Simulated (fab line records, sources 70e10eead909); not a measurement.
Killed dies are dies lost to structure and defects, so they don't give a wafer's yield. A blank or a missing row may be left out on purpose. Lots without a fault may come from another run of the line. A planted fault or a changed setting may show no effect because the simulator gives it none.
fab line records | flow nand_harc
record lots=24 wafers=72 last_day=34
route steps=1302 shown A_M0@1162 A_M1@1191
lots that met no fault: from a run of the same line without faults
start_h: hours from the record's first day to the start of the lot's first wafer shown | wait_h: hours since the lot's step before | " the same as in the row above | L1.1+2: a row that stands for several wafers | - no value, or no start given | * or withheld: withheld | < > ~ a bound
route shown NAME@n: a module of which the file shows steps, and the number in the route of the first | usual: mean/standard deviation of fault-free wafers | same: alike in all rows | chamber/n: place in a boat | sites: the reading at each site | _std_site: their standard deviation | _edge_site: outer sites' mean less inner sites' | radius_mm: how far each site lies from the wafer's centre | mask NAME#n: copy n | behind: the tool/chamber that last shaped the wafer | hold: why the lot was held/for how many hours/how that ended | device: the transistor (n, p or np) that didn't switch | end of line: the same wafers' tests at the end of the route | a step without rows: its recipe alone | killed: dies lost to structure and defects at the first sort, not the wafer's yield | map: a wafer's dies, x killed, . not, _ none there
set.NAME: the setting as run; set.NAME@STEP: as run at that earlier step | model.NAME: the simulator's own value behind a step, which no gauge read
steps of the route over a sample of lots; a table a step, a row a wafer
services: from which hour (start_h, from the record's first day; less than 0 if before it) a tool's chamber was out of use, for how many hours, and why
## steps
# step NHARC_A_M0_CMP_23
# recipe t_overpolish_s=20 target_thk_nm=113.75
# usual motor_current_A=12.2/1.6 slurry_filter_dp_kPa=13.50/0.15 time_to_endpoint_s=28.7/2.4
# same t_overpolish_s=20
# columns lot.wafer tool chamber start_h wait_h motor_current_A slurry_filter_dp_kPa time_to_endpoint_s
L075.2 cmp-03 3 531.49 - 14.4 13.35 28.4
L075.5 " 1 " " 11.7 13.46 31.2
L075.6 " 2 " " 13.1 13.68 29.7
L074.3 cmp-03 3 534.58 - 14.0 13.86 28.5
L074.2 " 1 " " 11.7 13.63 27.7
L074.6 " 2 " " 13.7 13.49 28.6
L076.3 cmp-02 1 558.10 - 10.3 13.55 28.9
L076.1 " 2 " " 11.4 13.56 31.8
L076.5 " 3 " " 12.9 13.74 29.2
L077.2 cmp-03 2 559.50 - 13.5 13.56 31.5
L077.6 " 0 " " 10.9 13.32 32.4
L077.5 " 1 " " 11.4 13.65 27.4
L078.2 cmp-04 3 564.29 - 15.4 13.50 22.9
L078.5 " 3 " " 16.8 13.61 24.7
L078.6 " 0 " " 12.5 13.64 31.0
L080.1 cmp-02 0 568.97 - 11.0 13.38 30.4
L080.2 " 2 " " 12.1 13.64 30.5
L080.6 " 0 " " 10.8 13.70 30.6
L079.1 cmp-03 1 602.10 - 11.5 13.32 27.5
L079.5 " 1 " " 11.1 13.46 29.5
L079.6 " 2 " " 13.4 13.25 28.1
L084.3 cmp-04 0 609.57 - 12.9 13.50 29.0
L084.6 " 0 " " 12.7 13.68 28.0
L084.5 " 1 " " 10.1 13.54 26.4
L081.2 cmp-04 0 617.61 - 12.2 13.15 28.4
L081.3 " 1 " " 10.6 13.60 25.3
L081.5 " 2 " " 10.4 13.75 32.5
L082.4 cmp-02 0 619.52 - 11.0 13.42 31.9
L082.1 " 2 " " 12.1 13.29 32.4
L082.5 " 3 " " 12.2 13.58 31.5
L083.3 cmp-03 2 624.04 - 13.9 13.49 32.8
L083.1 " 3 " " 14.8 13.54 30.1
L083.6 " 0 " " 10.8 13.60 32.5
L086.1 cmp-02 2 640.53 - 12.1 13.63 30.3
L086.2 " 0 " " 11.3 13.70 28.8
L086.6 " 2 " " 12.3 13.50 28.1
L085.3 cmp-03 3 646.03 - 14.0 13.70 31.4
L085.1 " 1 " " 11.8 13.51 28.1
L085.2 " 2 " " 13.5 13.38 32.1
L088.3 cmp-02 1 659.21 - 11.2 13.44 25.9
L088.1 " 2 " " 11.4 13.34 26.5
L088.2 " 0 " " 11.3 13.60 23.5
L087.2 cmp-03 1 661.33 - 11.3 13.39 31.1
L087.5 " 1 " " 11.7 13.59 30.8
L087.6 " 2 " " 14.3 13.53 31.1
L089.3 cmp-03 3 679.32 - 14.1 13.35 26.1
L089.1 " 0 " " 11.2 13.36 30.4
L089.5 " 1 " " 10.8 13.33 25.0
L091.2 cmp-03 0 687.56 - 11.2 13.44 31.1
L091.6 " 1 " " 11.5 13.58 26.2
L091.5 " 2 " " 13.8 13.45 26.0
L092.1 cmp-03 2 689.52 - 13.9 13.69 23.7
L092.5 " 1 " " 11.0 13.47 27.1
L092.6 " 2 " " 13.2 13.60 26.7
L090.3 cmp-03 1 691.14 - 11.5 13.32 29.0
L090.4 " 3 " " 14.8 13.57 28.5
L090.6 " 1 " " 11.7 13.52 29.6
L093.1 cmp-03 1 705.33 - 11.9 13.31 29.6
L093.3 " 3 " " 14.6 13.36 26.1
L093.6 " 0 " " 10.6 13.40 29.8
L094.1 cmp-04 2 734.86 - 9.4 13.35 31.4
L094.4 " 0 " " 13.2 13.54 28.5
L094.3 " 1 " " 10.2 13.58 27.8
L096.3 cmp-02 2 741.07 - 12.4 13.36 28.2
L096.4 " 0 " " 11.6 13.52 27.4
L096.5 " 3 " " 13.6 13.48 26.9
L095.1 cmp-02 2 749.80 - 11.8 13.37 31.2
L095.3 " 3 " " 12.8 13.57 26.1
L095.2 " 1 " " 10.2 13.71 29.0
L097.1 cmp-04 1 767.96 - 9.9 13.50 28.5
L097.6 " 0 " " 13.1 13.28 30.5
L097.5 " 1 " " 9.9 13.48 27.5
# step NHARC_A_M0_PRE_CLEAN_31
# recipe time_s=12 temp_c=370 rf_power_w=300 gas=NH3
# usual heater_power_w=639/52 susceptor_temp_C=370.01/0.19
# columns lot.wafer tool chamber start_h wait_h heater_power_w susceptor_temp_C
L075.2 pecvd-03 0 531.98 0.1 606 369.83
L075.5 " 0 " " 630 369.73
L075.6 " 1 " " 652 369.70
L074.3 pecvd-02 1 535.13 0.1 594 370.21
L074.2 " 2 " " 653 369.94
L074.6 " 2 " " 666 369.92
L076.1 pecvd-04 1 558.63 0.1 662 370.02
L076.3 " 1 " " 666 370.18
L076.5 " 2 " " 597 369.86
L077.2 pecvd-02 0 560.03 0.1 530 370.48
L077.6 " 1 " " 710 370.02
L077.5 " 0 " " 543 370.30
L078.2 pecvd-03 2 564.85 0.1 711 369.91
L078.5 " 0 " " 637 369.96
L078.6 " 2 " " 678 370.20
L080.2 pecvd-03 2 569.49 0.1 592 369.99
L080.1 " 0 " " 588 369.86
L080.6 " 2 " " 601 369.98
L079.1 pecvd-02 0 602.64 0.1 609 369.96
L079.5 " 0 " " 594 370.40
L079.6 " 1 " " 681 369.92
L084.3 pecvd-02 0 610.14 0.1 535 370.21
L084.5 " 1 " " 684 369.79
L084.6 " 2 " " 655 370.25
L081.2 pecvd-03 1 618.09 0.1 642 370.06
L081.3 " 2 " " 706 370.22
L081.5 " 2 " " 697 369.86
L082.1 pecvd-03 2 620.06 0.1 644 370.09
L082.5 " 1 " " 703 369.80
L082.4 " 2 " " 649 370.10
L083.3 pecvd-04 0 624.55 0.1 776 369.99
L083.1 " 2 " " 612 369.86
L083.6 " 2 " " 617 369.93
L086.2 pecvd-02 1 641.08 0.1 624 370.10
L086.1 " 2 " " 620 370.00
L086.6 " 1 " " 611 370.48
L085.1 pecvd-04 2 646.56 0.1 583 370.19
L085.3 " 0 " " 670 369.80
L085.2 " 1 " " 627 370.21
L088.1 pecvd-03 1 659.77 0.1 721 369.88
L088.3 " 2 " " 662 369.99
L088.2 " 0 " " 644 370.06
L087.2 pecvd-02 1 661.90 0.1 653 370.33
L087.6 " 1 " " 656 370.11
L087.5 " 0 " " 581 369.98
L089.3 pecvd-03 2 679.80 0.1 635 369.65
L089.1 " 0 " " 654 369.88
L089.5 " 0 " " 652 370.32
L091.2 pecvd-03 2 688.04 0.1 669 370.09
L091.5 " 0 " " 653 369.93
L091.6 " 1 " " 634 370.20
L092.1 pecvd-02 0 690.04 0.1 540 369.70
L092.5 " 2 " " 642 369.87
L092.6 " 1 " " 663 369.79
L090.3 pecvd-02 0 691.73 0.1 594 369.91
L090.6 " 1 " " 660 370.10
L090.4 " 2 " " 603 370.34
L093.1 pecvd-04 0 705.84 0.1 724 369.98
L093.3 " 2 " " 568 370.12
L093.6 " 2 " " 569 370.01
L094.3 pecvd-04 2 735.40 0.1 616 369.80
L094.1 " 1 " " 607 370.40
L094.4 " 1 " " 608 370.08
L096.3 pecvd-02 1 741.63 0.1 648 370.12
L096.5 " 0 " " 585 369.96
L096.4 " 2 " " 657 370.07
L095.2 pecvd-04 2 750.35 0.1 604 369.88
L095.3 " 0 " " 751 370.07
L095.1 " 1 " " 642 369.79
L097.1 pecvd-04 2 768.50 0.1 592 369.79
L097.5 " 0 " " 734 370.28
L097.6 " 2 " " 592 370.11
# step NHARC_A_M1_PVD_20
# recipe target_thk_a=50 bias_v=168.6 power_w=15000 chamber_pressure_pa=0.12 time_s=8.06 substrate_temp_c=50 material=TaN
# usual substrate_temp_c=49.99/0.11 throttle_valve_pct=30.4/1.2
# columns lot.wafer tool chamber start_h wait_h substrate_temp_c throttle_valve_pct
L075.2 pvd_sputter-02 - - - 49.99 32.0
L075.6 " - " " 49.97 32.0
L075.5 " - " " 49.96 31.9
L074.2 pvd_sputter-03 - - - 49.96 31.7
L074.3 " - " " 49.80 30.7
L074.6 " - " " 50.16 31.8
L076.3 pvd_sputter-01 - - - 49.93 29.6
L076.1 " - " " 50.03 31.0
L076.5 " - " " 49.90 30.8
L077.2 pvd_sputter-02 - - - 50.02 32.2
L077.6 " - " " 49.92 31.9
L077.5 " - " " 49.97 31.7
L078.2 pvd_sputter-03 - - - 49.87 30.7
L078.5 " - " " 50.02 30.8
L078.6 " - " " 49.97 30.8
L080.1 pvd_sputter-01 - - - 49.91 28.9
L080.2 " - " " 50.11 29.9
L080.6 " - " " 49.69 28.8
L079.1 pvd_sputter-01 - - - 50.09 28.5
L079.5 " - " " 50.07 30.9
L079.6 " - " " 50.18 28.4
L084.3 pvd_sputter-02 - - - 49.94 30.7
L084.5 " - " " 49.96 30.3
L084.6 " - " " 49.95 32.3
L081.2 pvd_sputter-02 - - - 49.92 32.1
L081.3 " - " " 49.96 31.8
L081.5 " - " " 50.02 30.5
L082.1 pvd_sputter-03 - - - 49.81 30.5
L082.4 " - " " 50.11 28.2
L082.5 " - " " 50.20 27.8
L083.1 pvd_sputter-01 - - - 50.26 28.6
L083.3 " - " " 50.02 29.8
L083.6 " - " " 49.92 31.2
L086.1 pvd_sputter-03 - - - 49.94 30.5
L086.2 " - " " 50.16 28.0
L086.6 " - " " 49.95 30.5
L085.3 pvd_sputter-01 - - - 49.96 30.9
L085.1 " - " " 50.05 28.3
L085.2 " - " " 50.05 29.8
L088.1 pvd_sputter-03 - - - 50.07 30.8
L088.2 " - " " 49.90 30.5
L088.3 " - " " 50.17 27.7
L087.2 pvd_sputter-01 - - - 49.99 29.8
L087.5 " - " " 50.19 28.4
L087.6 " - " " 49.94 29.6
L089.3 pvd_sputter-01 - - - 49.96 29.4
L089.1 " - " " 49.91 28.2
L089.5 " - " " 50.01 29.6
L091.2 pvd_sputter-02 - - - 50.02 31.4
L091.6 " - " " 49.92 31.7
L091.5 " - " " 50.09 32.0
L092.1 pvd_sputter-03 - - - 49.90 30.8
L092.6 " - " " 50.12 30.5
L092.5 " - " " 50.11 27.9
L090.4 pvd_sputter-03 - - - 49.97 28.1
L090.3 " - " " 49.87 31.8
L090.6 " - " " 49.99 28.0
L093.1 pvd_sputter-02 - - - 50.02 31.5
L093.3 " - " " 50.09 31.4
L093.6 " - " " 49.86 31.7
L094.4 pvd_sputter-02 - - - 49.91 30.8
L094.3 " - " " 50.06 31.3
L094.1 " - " " 49.92 30.7
L096.4 pvd_sputter-01 - - - 49.89 29.6
L096.3 " - " " 49.97 28.4
L096.5 " - " " 49.96 31.2
L095.2 pvd_sputter-02 - - - 49.84 30.9
L095.3 " - " " 49.77 31.5
L095.1 " - " " 50.16 31.7
L097.1 pvd_sputter-02 - - - 49.92 30.9
L097.6 " - " " 50.11 30.8
L097.5 " - " " 49.80 31.6
# step NHARC_A_M1_PVD_21
# recipe target_thk_a=300 chamber_pressure_pa=5 power_w=5000 substrate_temp_c=30 time_s=20.49 material=Cu
# usual substrate_temp_c=30.00/0.11 throttle_valve_pct=30.4/1.2
# columns lot.wafer tool chamber start_h wait_h substrate_temp_c throttle_valve_pct
L075.2 pvd_sputter-02 - - - 30.16 30.4
L075.5 " - " " 30.18 31.4
L075.6 " - " " 30.14 30.8
L074.2 pvd_sputter-03 - - - 29.93 30.5
L074.3 " - " " 30.03 28.2
L074.6 " - " " 29.95 30.4
L076.3 pvd_sputter-01 - - - 30.19 31.2
L076.1 " - " " 29.99 29.2
L076.5 " - " " 29.98 31.0
L077.2 pvd_sputter-02 - - - 29.95 30.9
L077.5 " - " " 30.05 30.2
L077.6 " - " " 30.00 31.8
L078.2 pvd_sputter-03 - - - 29.96 31.5
L078.6 " - " " 29.98 27.8
L078.5 " - " " 29.99 31.7
L080.1 pvd_sputter-01 - - - 29.90 30.0
L080.2 " - " " 29.84 31.2
L080.6 " - " " 29.90 28.7
L079.1 pvd_sputter-01 - - - 30.08 29.5
L079.5 " - " " 29.85 29.4
L079.6 " - " " 30.01 29.7
L084.3 pvd_sputter-02 - - - 29.91 31.7
L084.5 " - " " 29.81 31.0
L084.6 " - " " 29.94 30.4
L081.2 pvd_sputter-02 - - - 30.14 30.0
L081.3 " - " " 30.06 30.8
L081.5 " - " " 30.08 32.2
L082.4 pvd_sputter-03 - - - 29.77 31.7
L082.1 " - " " 29.83 30.7
L082.5 " - " " 30.11 28.0
L083.3 pvd_sputter-01 - - - 29.88 29.5
L083.1 " - " " 29.99 29.6
L083.6 " - " " 30.21 31.1
L086.1 pvd_sputter-03 - - - 29.99 30.4
L086.2 " - " " 29.94 30.6
L086.6 " - " " 29.96 30.8
L085.1 pvd_sputter-01 - - - 29.95 28.4
L085.2 " - " " 30.12 29.8
L085.3 " - " " 29.98 30.7
L088.3 pvd_sputter-03 - - - 29.95 28.1
L088.2 " - " " 30.13 31.9
L088.1 " - " " 29.94 30.9
L087.2 pvd_sputter-01 - - - 29.90 29.5
L087.6 " - " " 30.05 28.5
L087.5 " - " " 29.92 29.6
L089.1 pvd_sputter-01 - - - 30.11 29.3
L089.3 " - " " 30.08 31.3
L089.5 " - " " 29.96 28.4
L091.2 pvd_sputter-02 - - - 29.91 31.3
L091.5 " - " " 30.05 31.1
L091.6 " - " " 30.03 31.5
L092.1 pvd_sputter-03 - - - 29.96 30.5
L092.5 " - " " 29.83 31.7
L092.6 " - " " 29.96 30.8
L090.3 pvd_sputter-03 - - - 29.99 31.5
L090.4 " - " " 30.08 30.8
L090.6 " - " " 29.90 31.7
L093.1 pvd_sputter-02 - - - 29.97 31.6
L093.3 " - " " 29.84 30.5
L093.6 " - " " 29.95 31.8
L094.3 pvd_sputter-02 - - - 30.14 30.5
L094.1 " - " " 30.01 30.8
L094.4 " - " " 30.21 31.8
L096.4 pvd_sputter-01 - - - 29.93 29.8
L096.3 " - " " 29.82 31.5
L096.5 " - " " 29.94 29.6
L095.1 pvd_sputter-02 - - - 30.21 30.5
L095.3 " - " " 29.94 31.7
L095.2 " - " " 29.83 31.7
L097.1 pvd_sputter-02 - - - 30.07 31.4
L097.6 " - " " 29.99 31.3
L097.5 " - " " 29.89 30.7
# step NHARC_A_M1_ANNEAL_31
# recipe temp_c=225 time_s=90
# usual wafer_temp_C_max=225.72/0.23
# columns lot.wafer tool chamber start_h wait_h wafer_temp_C_max
L075.2 rtp_anneal-02 0 535.28 0.3 225.63
L075.5 " 0 " " 225.47
L075.6 " 0 " " 225.66
L074.2 rtp_anneal-02 0 538.45 0.3 225.68
L074.3 " 0 " " 226.09
L074.6 " 0 " " 225.62
L076.1 rtp_anneal-01 0 562.06 - 225.51
L076.3 " 0 " " 225.86
L076.5 " 0 " " 225.75
L077.2 rtp_anneal-02 0 563.51 0.3 226.04
L077.5 " 0 " " 225.84
L077.6 " 0 " " 225.44
L078.2 rtp_anneal-01 0 568.34 - 225.64
L078.5 " 0 " " 225.99
L078.6 " 0 " " 225.83
L080.1 rtp_anneal-01 0 572.76 - 225.79
L080.2 " 0 " " 225.73
L080.6 " 0 " " 226.26
L079.1 rtp_anneal-01 0 605.97 0.3 226.05
L079.5 " 0 " " 225.32
L079.6 " 0 " " 225.68
L084.3 rtp_anneal-02 0 613.49 0.3 225.88
L084.5 " 0 " " 225.82
L084.6 " 0 " " 225.88
L081.2 rtp_anneal-01 0 621.45 0.4 225.83
L081.3 " 0 " " 226.07
L081.5 " 0 " " 226.35
L082.1 rtp_anneal-02 0 623.27 0.4 225.52
L082.4 " 0 " " 225.49
L082.5 " 0 " " 225.52
L083.1 rtp_anneal-01 0 627.81 - 225.77
L083.3 " 0 " " 225.55
L083.6 " 0 " " 225.87
L086.1 rtp_anneal-02 0 644.39 0.3 225.67
L086.2 " 0 " " 225.57
L086.6 " 0 " " 225.76
L085.1 rtp_anneal-02 0 649.85 - 225.90
L085.2 " 0 " " 225.50
L085.3 " 0 " " 225.70
L088.1 rtp_anneal-02 0 663.30 0.3 225.48
L088.2 " 0 " " 225.59
L088.3 " 0 " " 225.44
L087.2 rtp_anneal-02 0 665.23 - 226.03
L087.5 " 0 " " 225.60
L087.6 " 0 " " 225.67
L089.1 rtp_anneal-02 0 683.11 - 225.67
L089.3 " 0 " " 225.64
L089.5 " 0 " " 225.52
L091.2 rtp_anneal-02 0 691.22 0.4 225.93
L091.5 " 0 " " 225.46
L091.6 " 0 " " 225.77
L092.1 rtp_anneal-02 0 694.90 - 225.45
L092.5 " 0 " " 225.67
L092.6 " 0 " " 226.04
L090.3 rtp_anneal-01 0 695.31 - 225.60
L090.4 " 0 " " 225.98
L090.6 " 0 " " 225.77
L093.1 rtp_anneal-02 0 709.01 0.3 225.52
L093.3 " 0 " " 225.63
L093.6 " 0 " " 225.45
L094.1 rtp_anneal-02 0 738.62 0.3 225.67
L094.3 " 0 " " 225.39
L094.4 " 0 " " 225.45
L096.3 rtp_anneal-01 0 745.00 0.3 226.15
L096.4 " 0 " " 225.95
L096.5 " 0 " " 225.71
L095.1 rtp_anneal-01 0 753.64 0.3 225.98
L095.2 " 0 " " 225.89
L095.3 " 0 " " 226.21
L097.1 rtp_anneal-01 0 771.67 - 225.79
L097.5 " 0 " " 225.89
L097.6 " 0 " " 226.10
# step NHARC_A_M1_PRE_CLEAN_32
# recipe time_s=12 temp_c=370 rf_power_w=300 gas=NH3
# usual heater_power_w=638/68 susceptor_temp_C=369.98/0.23
# columns lot.wafer tool chamber start_h wait_h heater_power_w susceptor_temp_C
L075.2 pecvd-03 2 536.18 0.1 627 369.58
L075.5 " 1 " " 626 369.89
L075.6 " 0 " " 695 370.10
L074.2 pecvd-03 2 539.31 0.1 718 370.30
L074.3 " 0 " " 655 369.85
L074.6 " 0 " " 656 370.16
L076.1 pecvd-02 2 562.94 0.1 711 370.21
L076.3 " 0 " " 587 369.99
L076.5 " 2 " " 690 369.98
L077.2 pecvd-02 2 564.37 0.1 669 370.07
L077.6 " 1 " " 702 369.72
L077.5 " 2 " " 665 370.11
L078.2 pecvd-04 2 569.17 0.1 507 370.26
L078.5 " 0 " " 672 369.60
L078.6 " 1 " " 581 369.58
L080.1 pecvd-03 1 573.65 0.1 701 369.96
L080.2 " 2 " " 686 370.27
L080.6 " 1 " " 697 369.70
L079.1 pecvd-02 2 606.86 0.1 621 370.10
L079.5 " 0 " " 568 370.22
L079.6 " 1 " " 711 369.59
L084.3 pecvd-03 2 614.28 0.1 699 369.86
L084.6 " 2 " " 683 369.77
L084.5 " 0 " " 679 369.88
L081.3 pecvd-02 2 622.32 0.1 664 369.82
L081.2 " 0 " " 582 370.02
L081.5 " 2 " " 655 370.00
L082.1 pecvd-04 2 624.20 0.1 522 370.02
L082.4 " 0 " " 769 369.80
L082.5 " 1 " " 626 369.60
L083.1 pecvd-02 2 628.72 0.1 553 369.82
L083.3 " 1 " " 742 370.01
L083.6 " 2 " " 545 370.05
L086.2 pecvd-03 1 645.30 0.1 712 370.07
L086.1 " 0 " " 594 369.80
L086.6 " 2 " " 709 369.88
L085.2 pecvd-02 2 650.73 0.1 662 370.34
L085.3 " 0 " " 560 370.40
L085.1 " 1 " " 726 370.09
L088.3 pecvd-02 1 664.21 0.1 725 370.09
L088.1 " 2 " " 572 370.47
L088.2 " 0 " " 557 369.69
L087.2 pecvd-03 0 666.09 0.1 613 370.71
L087.6 " 0 " " 638 370.09
L087.5 " 1 " " 694 369.61
L089.1 pecvd-02 0 684.03 0.1 541 370.13
L089.3 " 1 " " 597 369.61
L089.5 " 2 " " 565 369.93
L091.2 pecvd-04 2 692.11 0.1 593 370.25
L091.6 " 0 " " 656 370.06
L091.5 " 1 " " 582 369.92
L092.1 pecvd-03 1 695.78 0.1 699 370.11
L092.6 " 2 " " 671 369.86
L092.5 " 0 " " 692 369.75
L090.3 pecvd-04 1 696.11 0.1 627 370.06
L090.6 " 0 " " 731 370.13
L090.4 " 1 " " 627 370.25
L093.1 pecvd-03 1 709.92 0.1 667 370.26
L093.3 " 2 " " 672 370.06
L093.6 " 2 " " 667 370.03
L094.1 pecvd-04 1 739.52 0.1 572 370.21
L094.3 " 2 " " 520 369.88
L094.4 " 0 " " 768 370.26
L096.3 pecvd-04 0 745.78 0.1 746 369.86
L096.5 " 1 " " 593 369.68
L096.4 " 2 " " 518 370.24
L095.3 pecvd-02 0 754.57 0.1 570 369.66
L095.2 " 1 " " 669 370.15
L095.1 " 2 " " 594 370.21
L097.1 pecvd-04 1 772.56 0.1 606 370.04
L097.6 " 1 " " 611 370.14
L097.5 " 0 " " 741 370.43
## services
# columns tool chamber start_h hours kind
pvd_sputter-03 - 526.04 10.0 pm
cmp-03 - 535.72 2.7 repair
pvd_sputter-03 - 542.41 1.2 repair
pecvd-03 - 547.00 13.0 pm
cmp-03 - 554.16 4.0 pm
pecvd-04 0 554.86 5.8 repair
pecvd-02 2 565.82 2.4 repair
pvd_sputter-02 - 573.05 2.2 repair
pecvd-04 - 573.26 0.7 repair
pvd_sputter-01 - 582.00 10.0 pm
pecvd-02 - 589.00 13.0 pm
pvd_sputter-01 - 592.06 4.8 repair
pvd_sputter-03 - 611.34 3.4 repair
pecvd-04 - 631.08 13.0 pm
pvd_sputter-02 - 659.17 10.0 pm
pecvd-04 0 674.02 8.6 repair
pvd_sputter-02 - 701.34 3.5 repair
pecvd-02 - 702.27 1.0 repair
pvd_sputter-03 - 704.04 10.0 pm
pecvd-03 - 728.00 13.0 pm
rtp_anneal-02 - 744.00 12.0 pm
pvd_sputter-02 - 745.10 2.4 repair
pvd_sputter-01 - 760.00 10.0 pm
pecvd-02 - 770.00 13.0 pm
## key
fault none
